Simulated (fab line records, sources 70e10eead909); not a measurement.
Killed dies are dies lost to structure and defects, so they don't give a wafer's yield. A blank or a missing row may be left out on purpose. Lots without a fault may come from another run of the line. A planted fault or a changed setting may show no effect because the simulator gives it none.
fab line records | flow nand_harc | part 2 of 2: steps 28 to 42 of 42
record lots=5 wafers=15 last_day=31
route steps=1302 shown THIN_TSV@1251
lots that met no fault: from a run of the same line without faults
start_h: hours from the record's first day to the start of the lot's first wafer shown | wait_h: hours since the lot's step before | " the same as in the row above | L1.1+2: a row that stands for several wafers | - no value, or no start given | * or withheld: withheld | < > ~ a bound
route shown NAME@n: a module of which the file shows steps, and the number in the route of the first | usual: mean/standard deviation of fault-free wafers | same: alike in all rows | chamber/n: place in a boat | sites: the reading at each site | _std_site: their standard deviation | _edge_site: outer sites' mean less inner sites' | radius_mm: how far each site lies from the wafer's centre | mask NAME#n: copy n | behind: the tool/chamber that last shaped the wafer | hold: why the lot was held/for how many hours/how that ended | device: the transistor (n, p or np) that didn't switch | end of line: the same wafers' tests at the end of the route | a step without rows: its recipe alone | killed: dies lost to structure and defects at the first sort, not the wafer's yield | map: a wafer's dies, x killed, . not, _ none there
set.NAME: the setting as run; set.NAME@STEP: as run at that earlier step | model.NAME: the simulator's own value behind a step, which no gauge read
lots at some steps of the route; a table a step, a row a wafer
services: from which hour (start_h, from the record's first day; less than 0 if before it) a tool's chamber was out of use, for how many hours, and why
## steps
# step NHARC_THIN_TSV_DEGAS_53
# recipe temp_c=300 time_s=60
# usual heater_power_w=468/71
# columns lot.wafer tool chamber start_h wait_h heater_power_w
L078.3 pvd_sputter-02 - 593.66 0.1 478
L078.4 " - " " 441
L078.6 " - " " 479
L084.4 pvd_sputter-01 - 657.26 0.1 424
L084.2 " - " " 445
L084.6 " - " " 426
L086.3 pvd_sputter-03 - 658.49 0.1 507
L086.1 " - " " 576
L086.2 " - " " 409
L089.2 pvd_sputter-03 - 688.90 0.1 405
L089.4 " - " " 532
L089.1 " - " " 497
L090.4 pvd_sputter-03 - 723.84 0.1 561
L090.2 " - " " 501
L090.6 " - " " 559
# step NHARC_THIN_TSV_PRE_CLEAN_54
# recipe time_s=30 temp_c=280 gas=H2/He
# usual heater_power_w=412/62
# columns lot.wafer tool chamber start_h wait_h heater_power_w
L078.3 pvd_sputter-02 - 593.73 0.1 415
L078.4 " - " " 540
L078.6 " - " " 547
L084.4 pvd_sputter-01 - 657.36 0.1 296
L084.2 " - " " 389
L084.6 " - " " 385
L086.2 pvd_sputter-03 - 658.57 0.0 499
L086.1 " - " " 368
L086.3 " - " " 457
L089.2 pvd_sputter-03 - 688.98 0.1 358
L089.4 " - " " 458
L089.1 " - " " 435
L090.4 pvd_sputter-03 - 723.91 0.1 435
L090.2 " - " " 358
L090.6 " - " " 436
# step NHARC_THIN_TSV_PVD_55
# recipe target_thk_a=500 material=TiN
# columns lot.wafer tool chamber start_h wait_h
L078.4+3+6 pvd_sputter-02 - 593.80 0.1
L084.4+2+6 pvd_sputter-01 - 657.41 0.0
L086.3+1+2 pvd_sputter-03 - 658.64 0.0
L089.1+4+2 pvd_sputter-03 - 689.05 0.0
L090.2+4+6 pvd_sputter-03 - 723.98 0.0
# step NHARC_THIN_TSV_PVD_24
# recipe target_thk_a=8000 power_w=withheld chamber_pressure_pa=withheld substrate_temp_c=withheld time_s=withheld gas=Ar material=Al
# columns lot.wafer tool chamber start_h wait_h
L078.4+3+6 pvd_sputter-02 - 593.95 0.1
L084.2+4+6 pvd_sputter-01 - 657.57 0.1
L086.3+1+2 pvd_sputter-03 - 658.79 0.1
L089.1+2+4 pvd_sputter-03 - 689.20 0.1
L090.2+4+6 pvd_sputter-03 - 724.19 0.2
# step NHARC_THIN_TSV_DEHYDRATE_25
# recipe temp_c=150 time_s=120
# columns lot.wafer tool chamber start_h wait_h
L078.3+4+6 litho_track-05 0 594.36 -
L084.2+4+6 litho_track-05 0 657.98 -
L086.1+2+3 litho_track-07 0 659.20 -
L089.1+2+4 litho_track-02 0 689.61 -
L090.2+4+6 litho_track-07 0 724.55 -
# step NHARC_THIN_TSV_HMDS_26
# recipe time_s=30
# columns lot.wafer tool chamber start_h wait_h
L078.3+4+6 litho_track-05 0 - -
L084.2+4+6 litho_track-05 0 - -
L086.1+2+3 litho_track-07 0 - -
L089.1+2+4 litho_track-02 0 - -
L090.2+4+6 litho_track-07 0 - -
# step NHARC_THIN_TSV_COAT_27
# recipe spin_rpm=*
# columns lot.wafer tool chamber start_h wait_h
L078.3+4+6 litho_track-05 0 - -
L084.2+4+6 litho_track-05 0 - -
L086.1+2+3 litho_track-07 0 - -
L089.1+2+4 litho_track-02 0 - -
L090.2+4+6 litho_track-07 0 - -
# step NHARC_THIN_TSV_SOFTBAKE_28
# recipe temp_c=122 time_s=95
# columns lot.wafer tool chamber start_h wait_h
L078.3+4+6 litho_track-05 0 - -
L084.2+4+6 litho_track-05 0 - -
L086.1+2+3 litho_track-07 0 - -
L089.1+2+4 litho_track-02 0 - -
L090.2+4+6 litho_track-07 0 - -
# step NHARC_THIN_TSV_EBR_29
# columns lot.wafer tool chamber start_h wait_h
L078.3+4+6 litho_track-05 0 - -
L084.2+4+6 litho_track-05 0 - -
L086.1+2+3 litho_track-07 0 - -
L089.1+2+4 litho_track-02 0 - -
L090.2+4+6 litho_track-07 0 - -
# step NHARC_THIN_TSV_EXPOSE_30
# recipe na=0.55 dose_mj=11.47 mask_id=PAD
# columns lot.wafer tool chamber start_h wait_h mask
L078.3+4+6 krf_scanner-04 0 594.64 - PAD#0
L084.2+4+6 krf_scanner-04 0 658.26 - PAD#0
L086.1+2+3 krf_scanner-03 0 659.47 - PAD#0
L089.1+2+4 krf_scanner-04 0 689.88 - PAD#0
L090.2+4+6 krf_scanner-04 0 724.83 - PAD#0
# step NHARC_THIN_TSV_PEB_31
# recipe peb_temp_c=118 peb_time_s=85
# columns lot.wafer tool chamber start_h wait_h
L078.3+4+6 litho_track-02 0 594.70 0.1
L084.2+4+6 litho_track-07 0 658.32 0.1
L086.1+2+3 litho_track-02 0 659.54 0.1
L089.1+2+4 litho_track-07 0 689.95 0.1
L090.2+4+6 litho_track-02 0 724.89 0.1
# step NHARC_THIN_TSV_DEVELOP_32
# recipe time_s=70
# columns lot.wafer tool chamber start_h wait_h
L078.3+4+6 litho_track-02 0 - -
L084.2+4+6 litho_track-07 0 - -
L086.1+2+3 litho_track-02 0 - -
L089.1+2+4 litho_track-07 0 - -
L090.2+4+6 litho_track-02 0 - -
# step NHARC_THIN_TSV_CD_MEAS_33
# recipe target_cd_nm=5000 landing_energy_ev=500
# usual cd_nm=5000.1/2.1
# columns lot.wafer tool chamber start_h wait_h cd_nm
L078.3 cd_sem-01 0 594.80 - 5000.3
L078.4 " 0 " " 5003.7
L078.6 " 0 " " 5004.4
L084.2 cd_sem-03 0 658.41 - 5001.3
L084.4 " 0 " " 5002.7
L084.6 " 0 " " 4999.1
L086.1 cd_sem-02 0 659.63 - 4999.1
L086.2 " 0 " " 4997.5
L086.3 " 0 " " 5001.1
L089.1 cd_sem-02 0 690.04 - 4998.6
L089.2 " 0 " " 5000.2
L089.4 " 0 " " 5002.2
L090.2 cd_sem-03 0 724.99 - 5003.0
L090.4 " 0 " " 4998.8
L090.6 " 0 " " 5000.9
# step NHARC_THIN_TSV_HARDBAKE_34
# recipe temp_c=125 time_s=80
# columns lot.wafer tool chamber start_h wait_h
L078.3+4+6 litho_track-07 0 594.88 -
L084.2+4+6 litho_track-05 0 658.49 -
L086.1+2+3 litho_track-07 0 659.71 -
L089.1+2+4 litho_track-05 0 690.12 -
L090.2+4+6 litho_track-07 0 725.07 -
# step NHARC_THIN_TSV_DESCUM_35
# recipe time_s=3 o2_flow_sccm=200 ar_flow_sccm=0 bias_power_w=0 chemistry=O2
# usual drypump_motor_current_A=5.7/0.4 mfc_ar_sccm=0.009/0.011 o2_flow_sccm=200.0/0.59 oes_product_au=0.998/0.011 rf_vpp_V=57.7/0.88 showerhead_plenum_p_Torr=1.89/0.095 throttle_valve_pct=11.311/0.0095
# columns lot.wafer tool chamber start_h wait_h drypump_motor_current_A mfc_ar_sccm o2_flow_sccm oes_product_au rf_hours_counter_h rf_vpp_V showerhead_plenum_p_Torr throttle_valve_pct
L078.3 rie_diel-04 0 594.96 - 5.8 0.022 200.2 1.016 3.2 59.0 2.01 11.308
L078.4 " 1 " " 5.6 0 200.3 0.992 3.4 57.2 1.81 11.317
L078.6 " 0 " " 5.8 0.022 200.1 1.022 - 57.7 2.01 11.312
L084.4 rie_diel-01 1 658.57 - 5.9 0.038 201.0 1.004 6.1 57.2 1.95 11.325
L084.2 " 3 " " 6.7 0.004 199.8 1.004 3.9 57.4 2.02 11.331
L084.6 " 1 " " 5.9 0.038 200.1 1.010 - 57.6 1.95 11.317
L086.2 rie_diel-01 2 659.81 - 5.3 0 199.2 0.979 5.6 56.9 1.86 11.316
L086.3 " 3 " " 6.7 0.004 199.4 0.996 3.9 58.3 2.02 11.309
L086.1 " 0 " " 5.8 0 199.0 1.012 6.1 56.3 1.82 11.303
L089.2 rie_diel-01 0 690.20 - 5.8 0 200.5 1.002 7.2 59.1 1.82 11.309
L089.4 " 1 " " 5.9 0.038 200.9 1.000 7.5 57.2 1.95 11.330
L089.1 " 2 " " 5.3 0 199.9 0.975 7.2 57.6 1.86 11.319
L090.2 rie_diel-07 2 725.16 - 5.7 0.010 199.8 0.994 4.3 60.2 1.91 11.297
L090.4 " 3 " " 5.3 0.004 199.1 0.999 4.0 58.3 1.78 11.305
L090.6 " 2 " " 5.7 0.010 199.5 0.995 - 58.6 1.91 11.294
## services
# columns tool chamber start_h hours kind
pvd_sputter-03 - 565.98 6.6 repair
rie_diel-07 2 571.77 4.2 repair
litho_track-02 - 577.00 7.0 pm
pvd_sputter-01 - 578.44 7.2 repair
rie_diel-01 1 579.10 5.0 repair
rie_diel-01 3 582.47 11.8 repair
pvd_sputter-01 - 585.67 10.0 pm
ecd_cu-02 - 596.16 8.0 pm
litho_track-07 - 601.00 7.0 pm
plasma_asher-02 - 603.29 9.0 pm
pvd_sputter-03 - 613.73 5.3 repair
rie_diel-07 1 618.74 2.8 repair
rie_diel-07 2 622.33 3.4 repair
pvd_sputter-02 - 638.01 10.0 pm
rie_diel-07 - 648.21 9.0 pm
litho_track-05 - 649.01 7.0 pm
wet_bench-10 - 663.20 8.0 pm
pvd_sputter-02 - 673.42 1.4 repair
plasma_asher-01 - 680.45 0.8 repair
plasma_asher-01 - 696.12 9.0 pm
krf_scanner-04 - 698.00 4.0 pm
pvd_sputter-03 - 704.33 10.0 pm
pvd_sputter-01 - 712.57 1.7 repair
rie_diel-01 2 725.14 6.1 repair
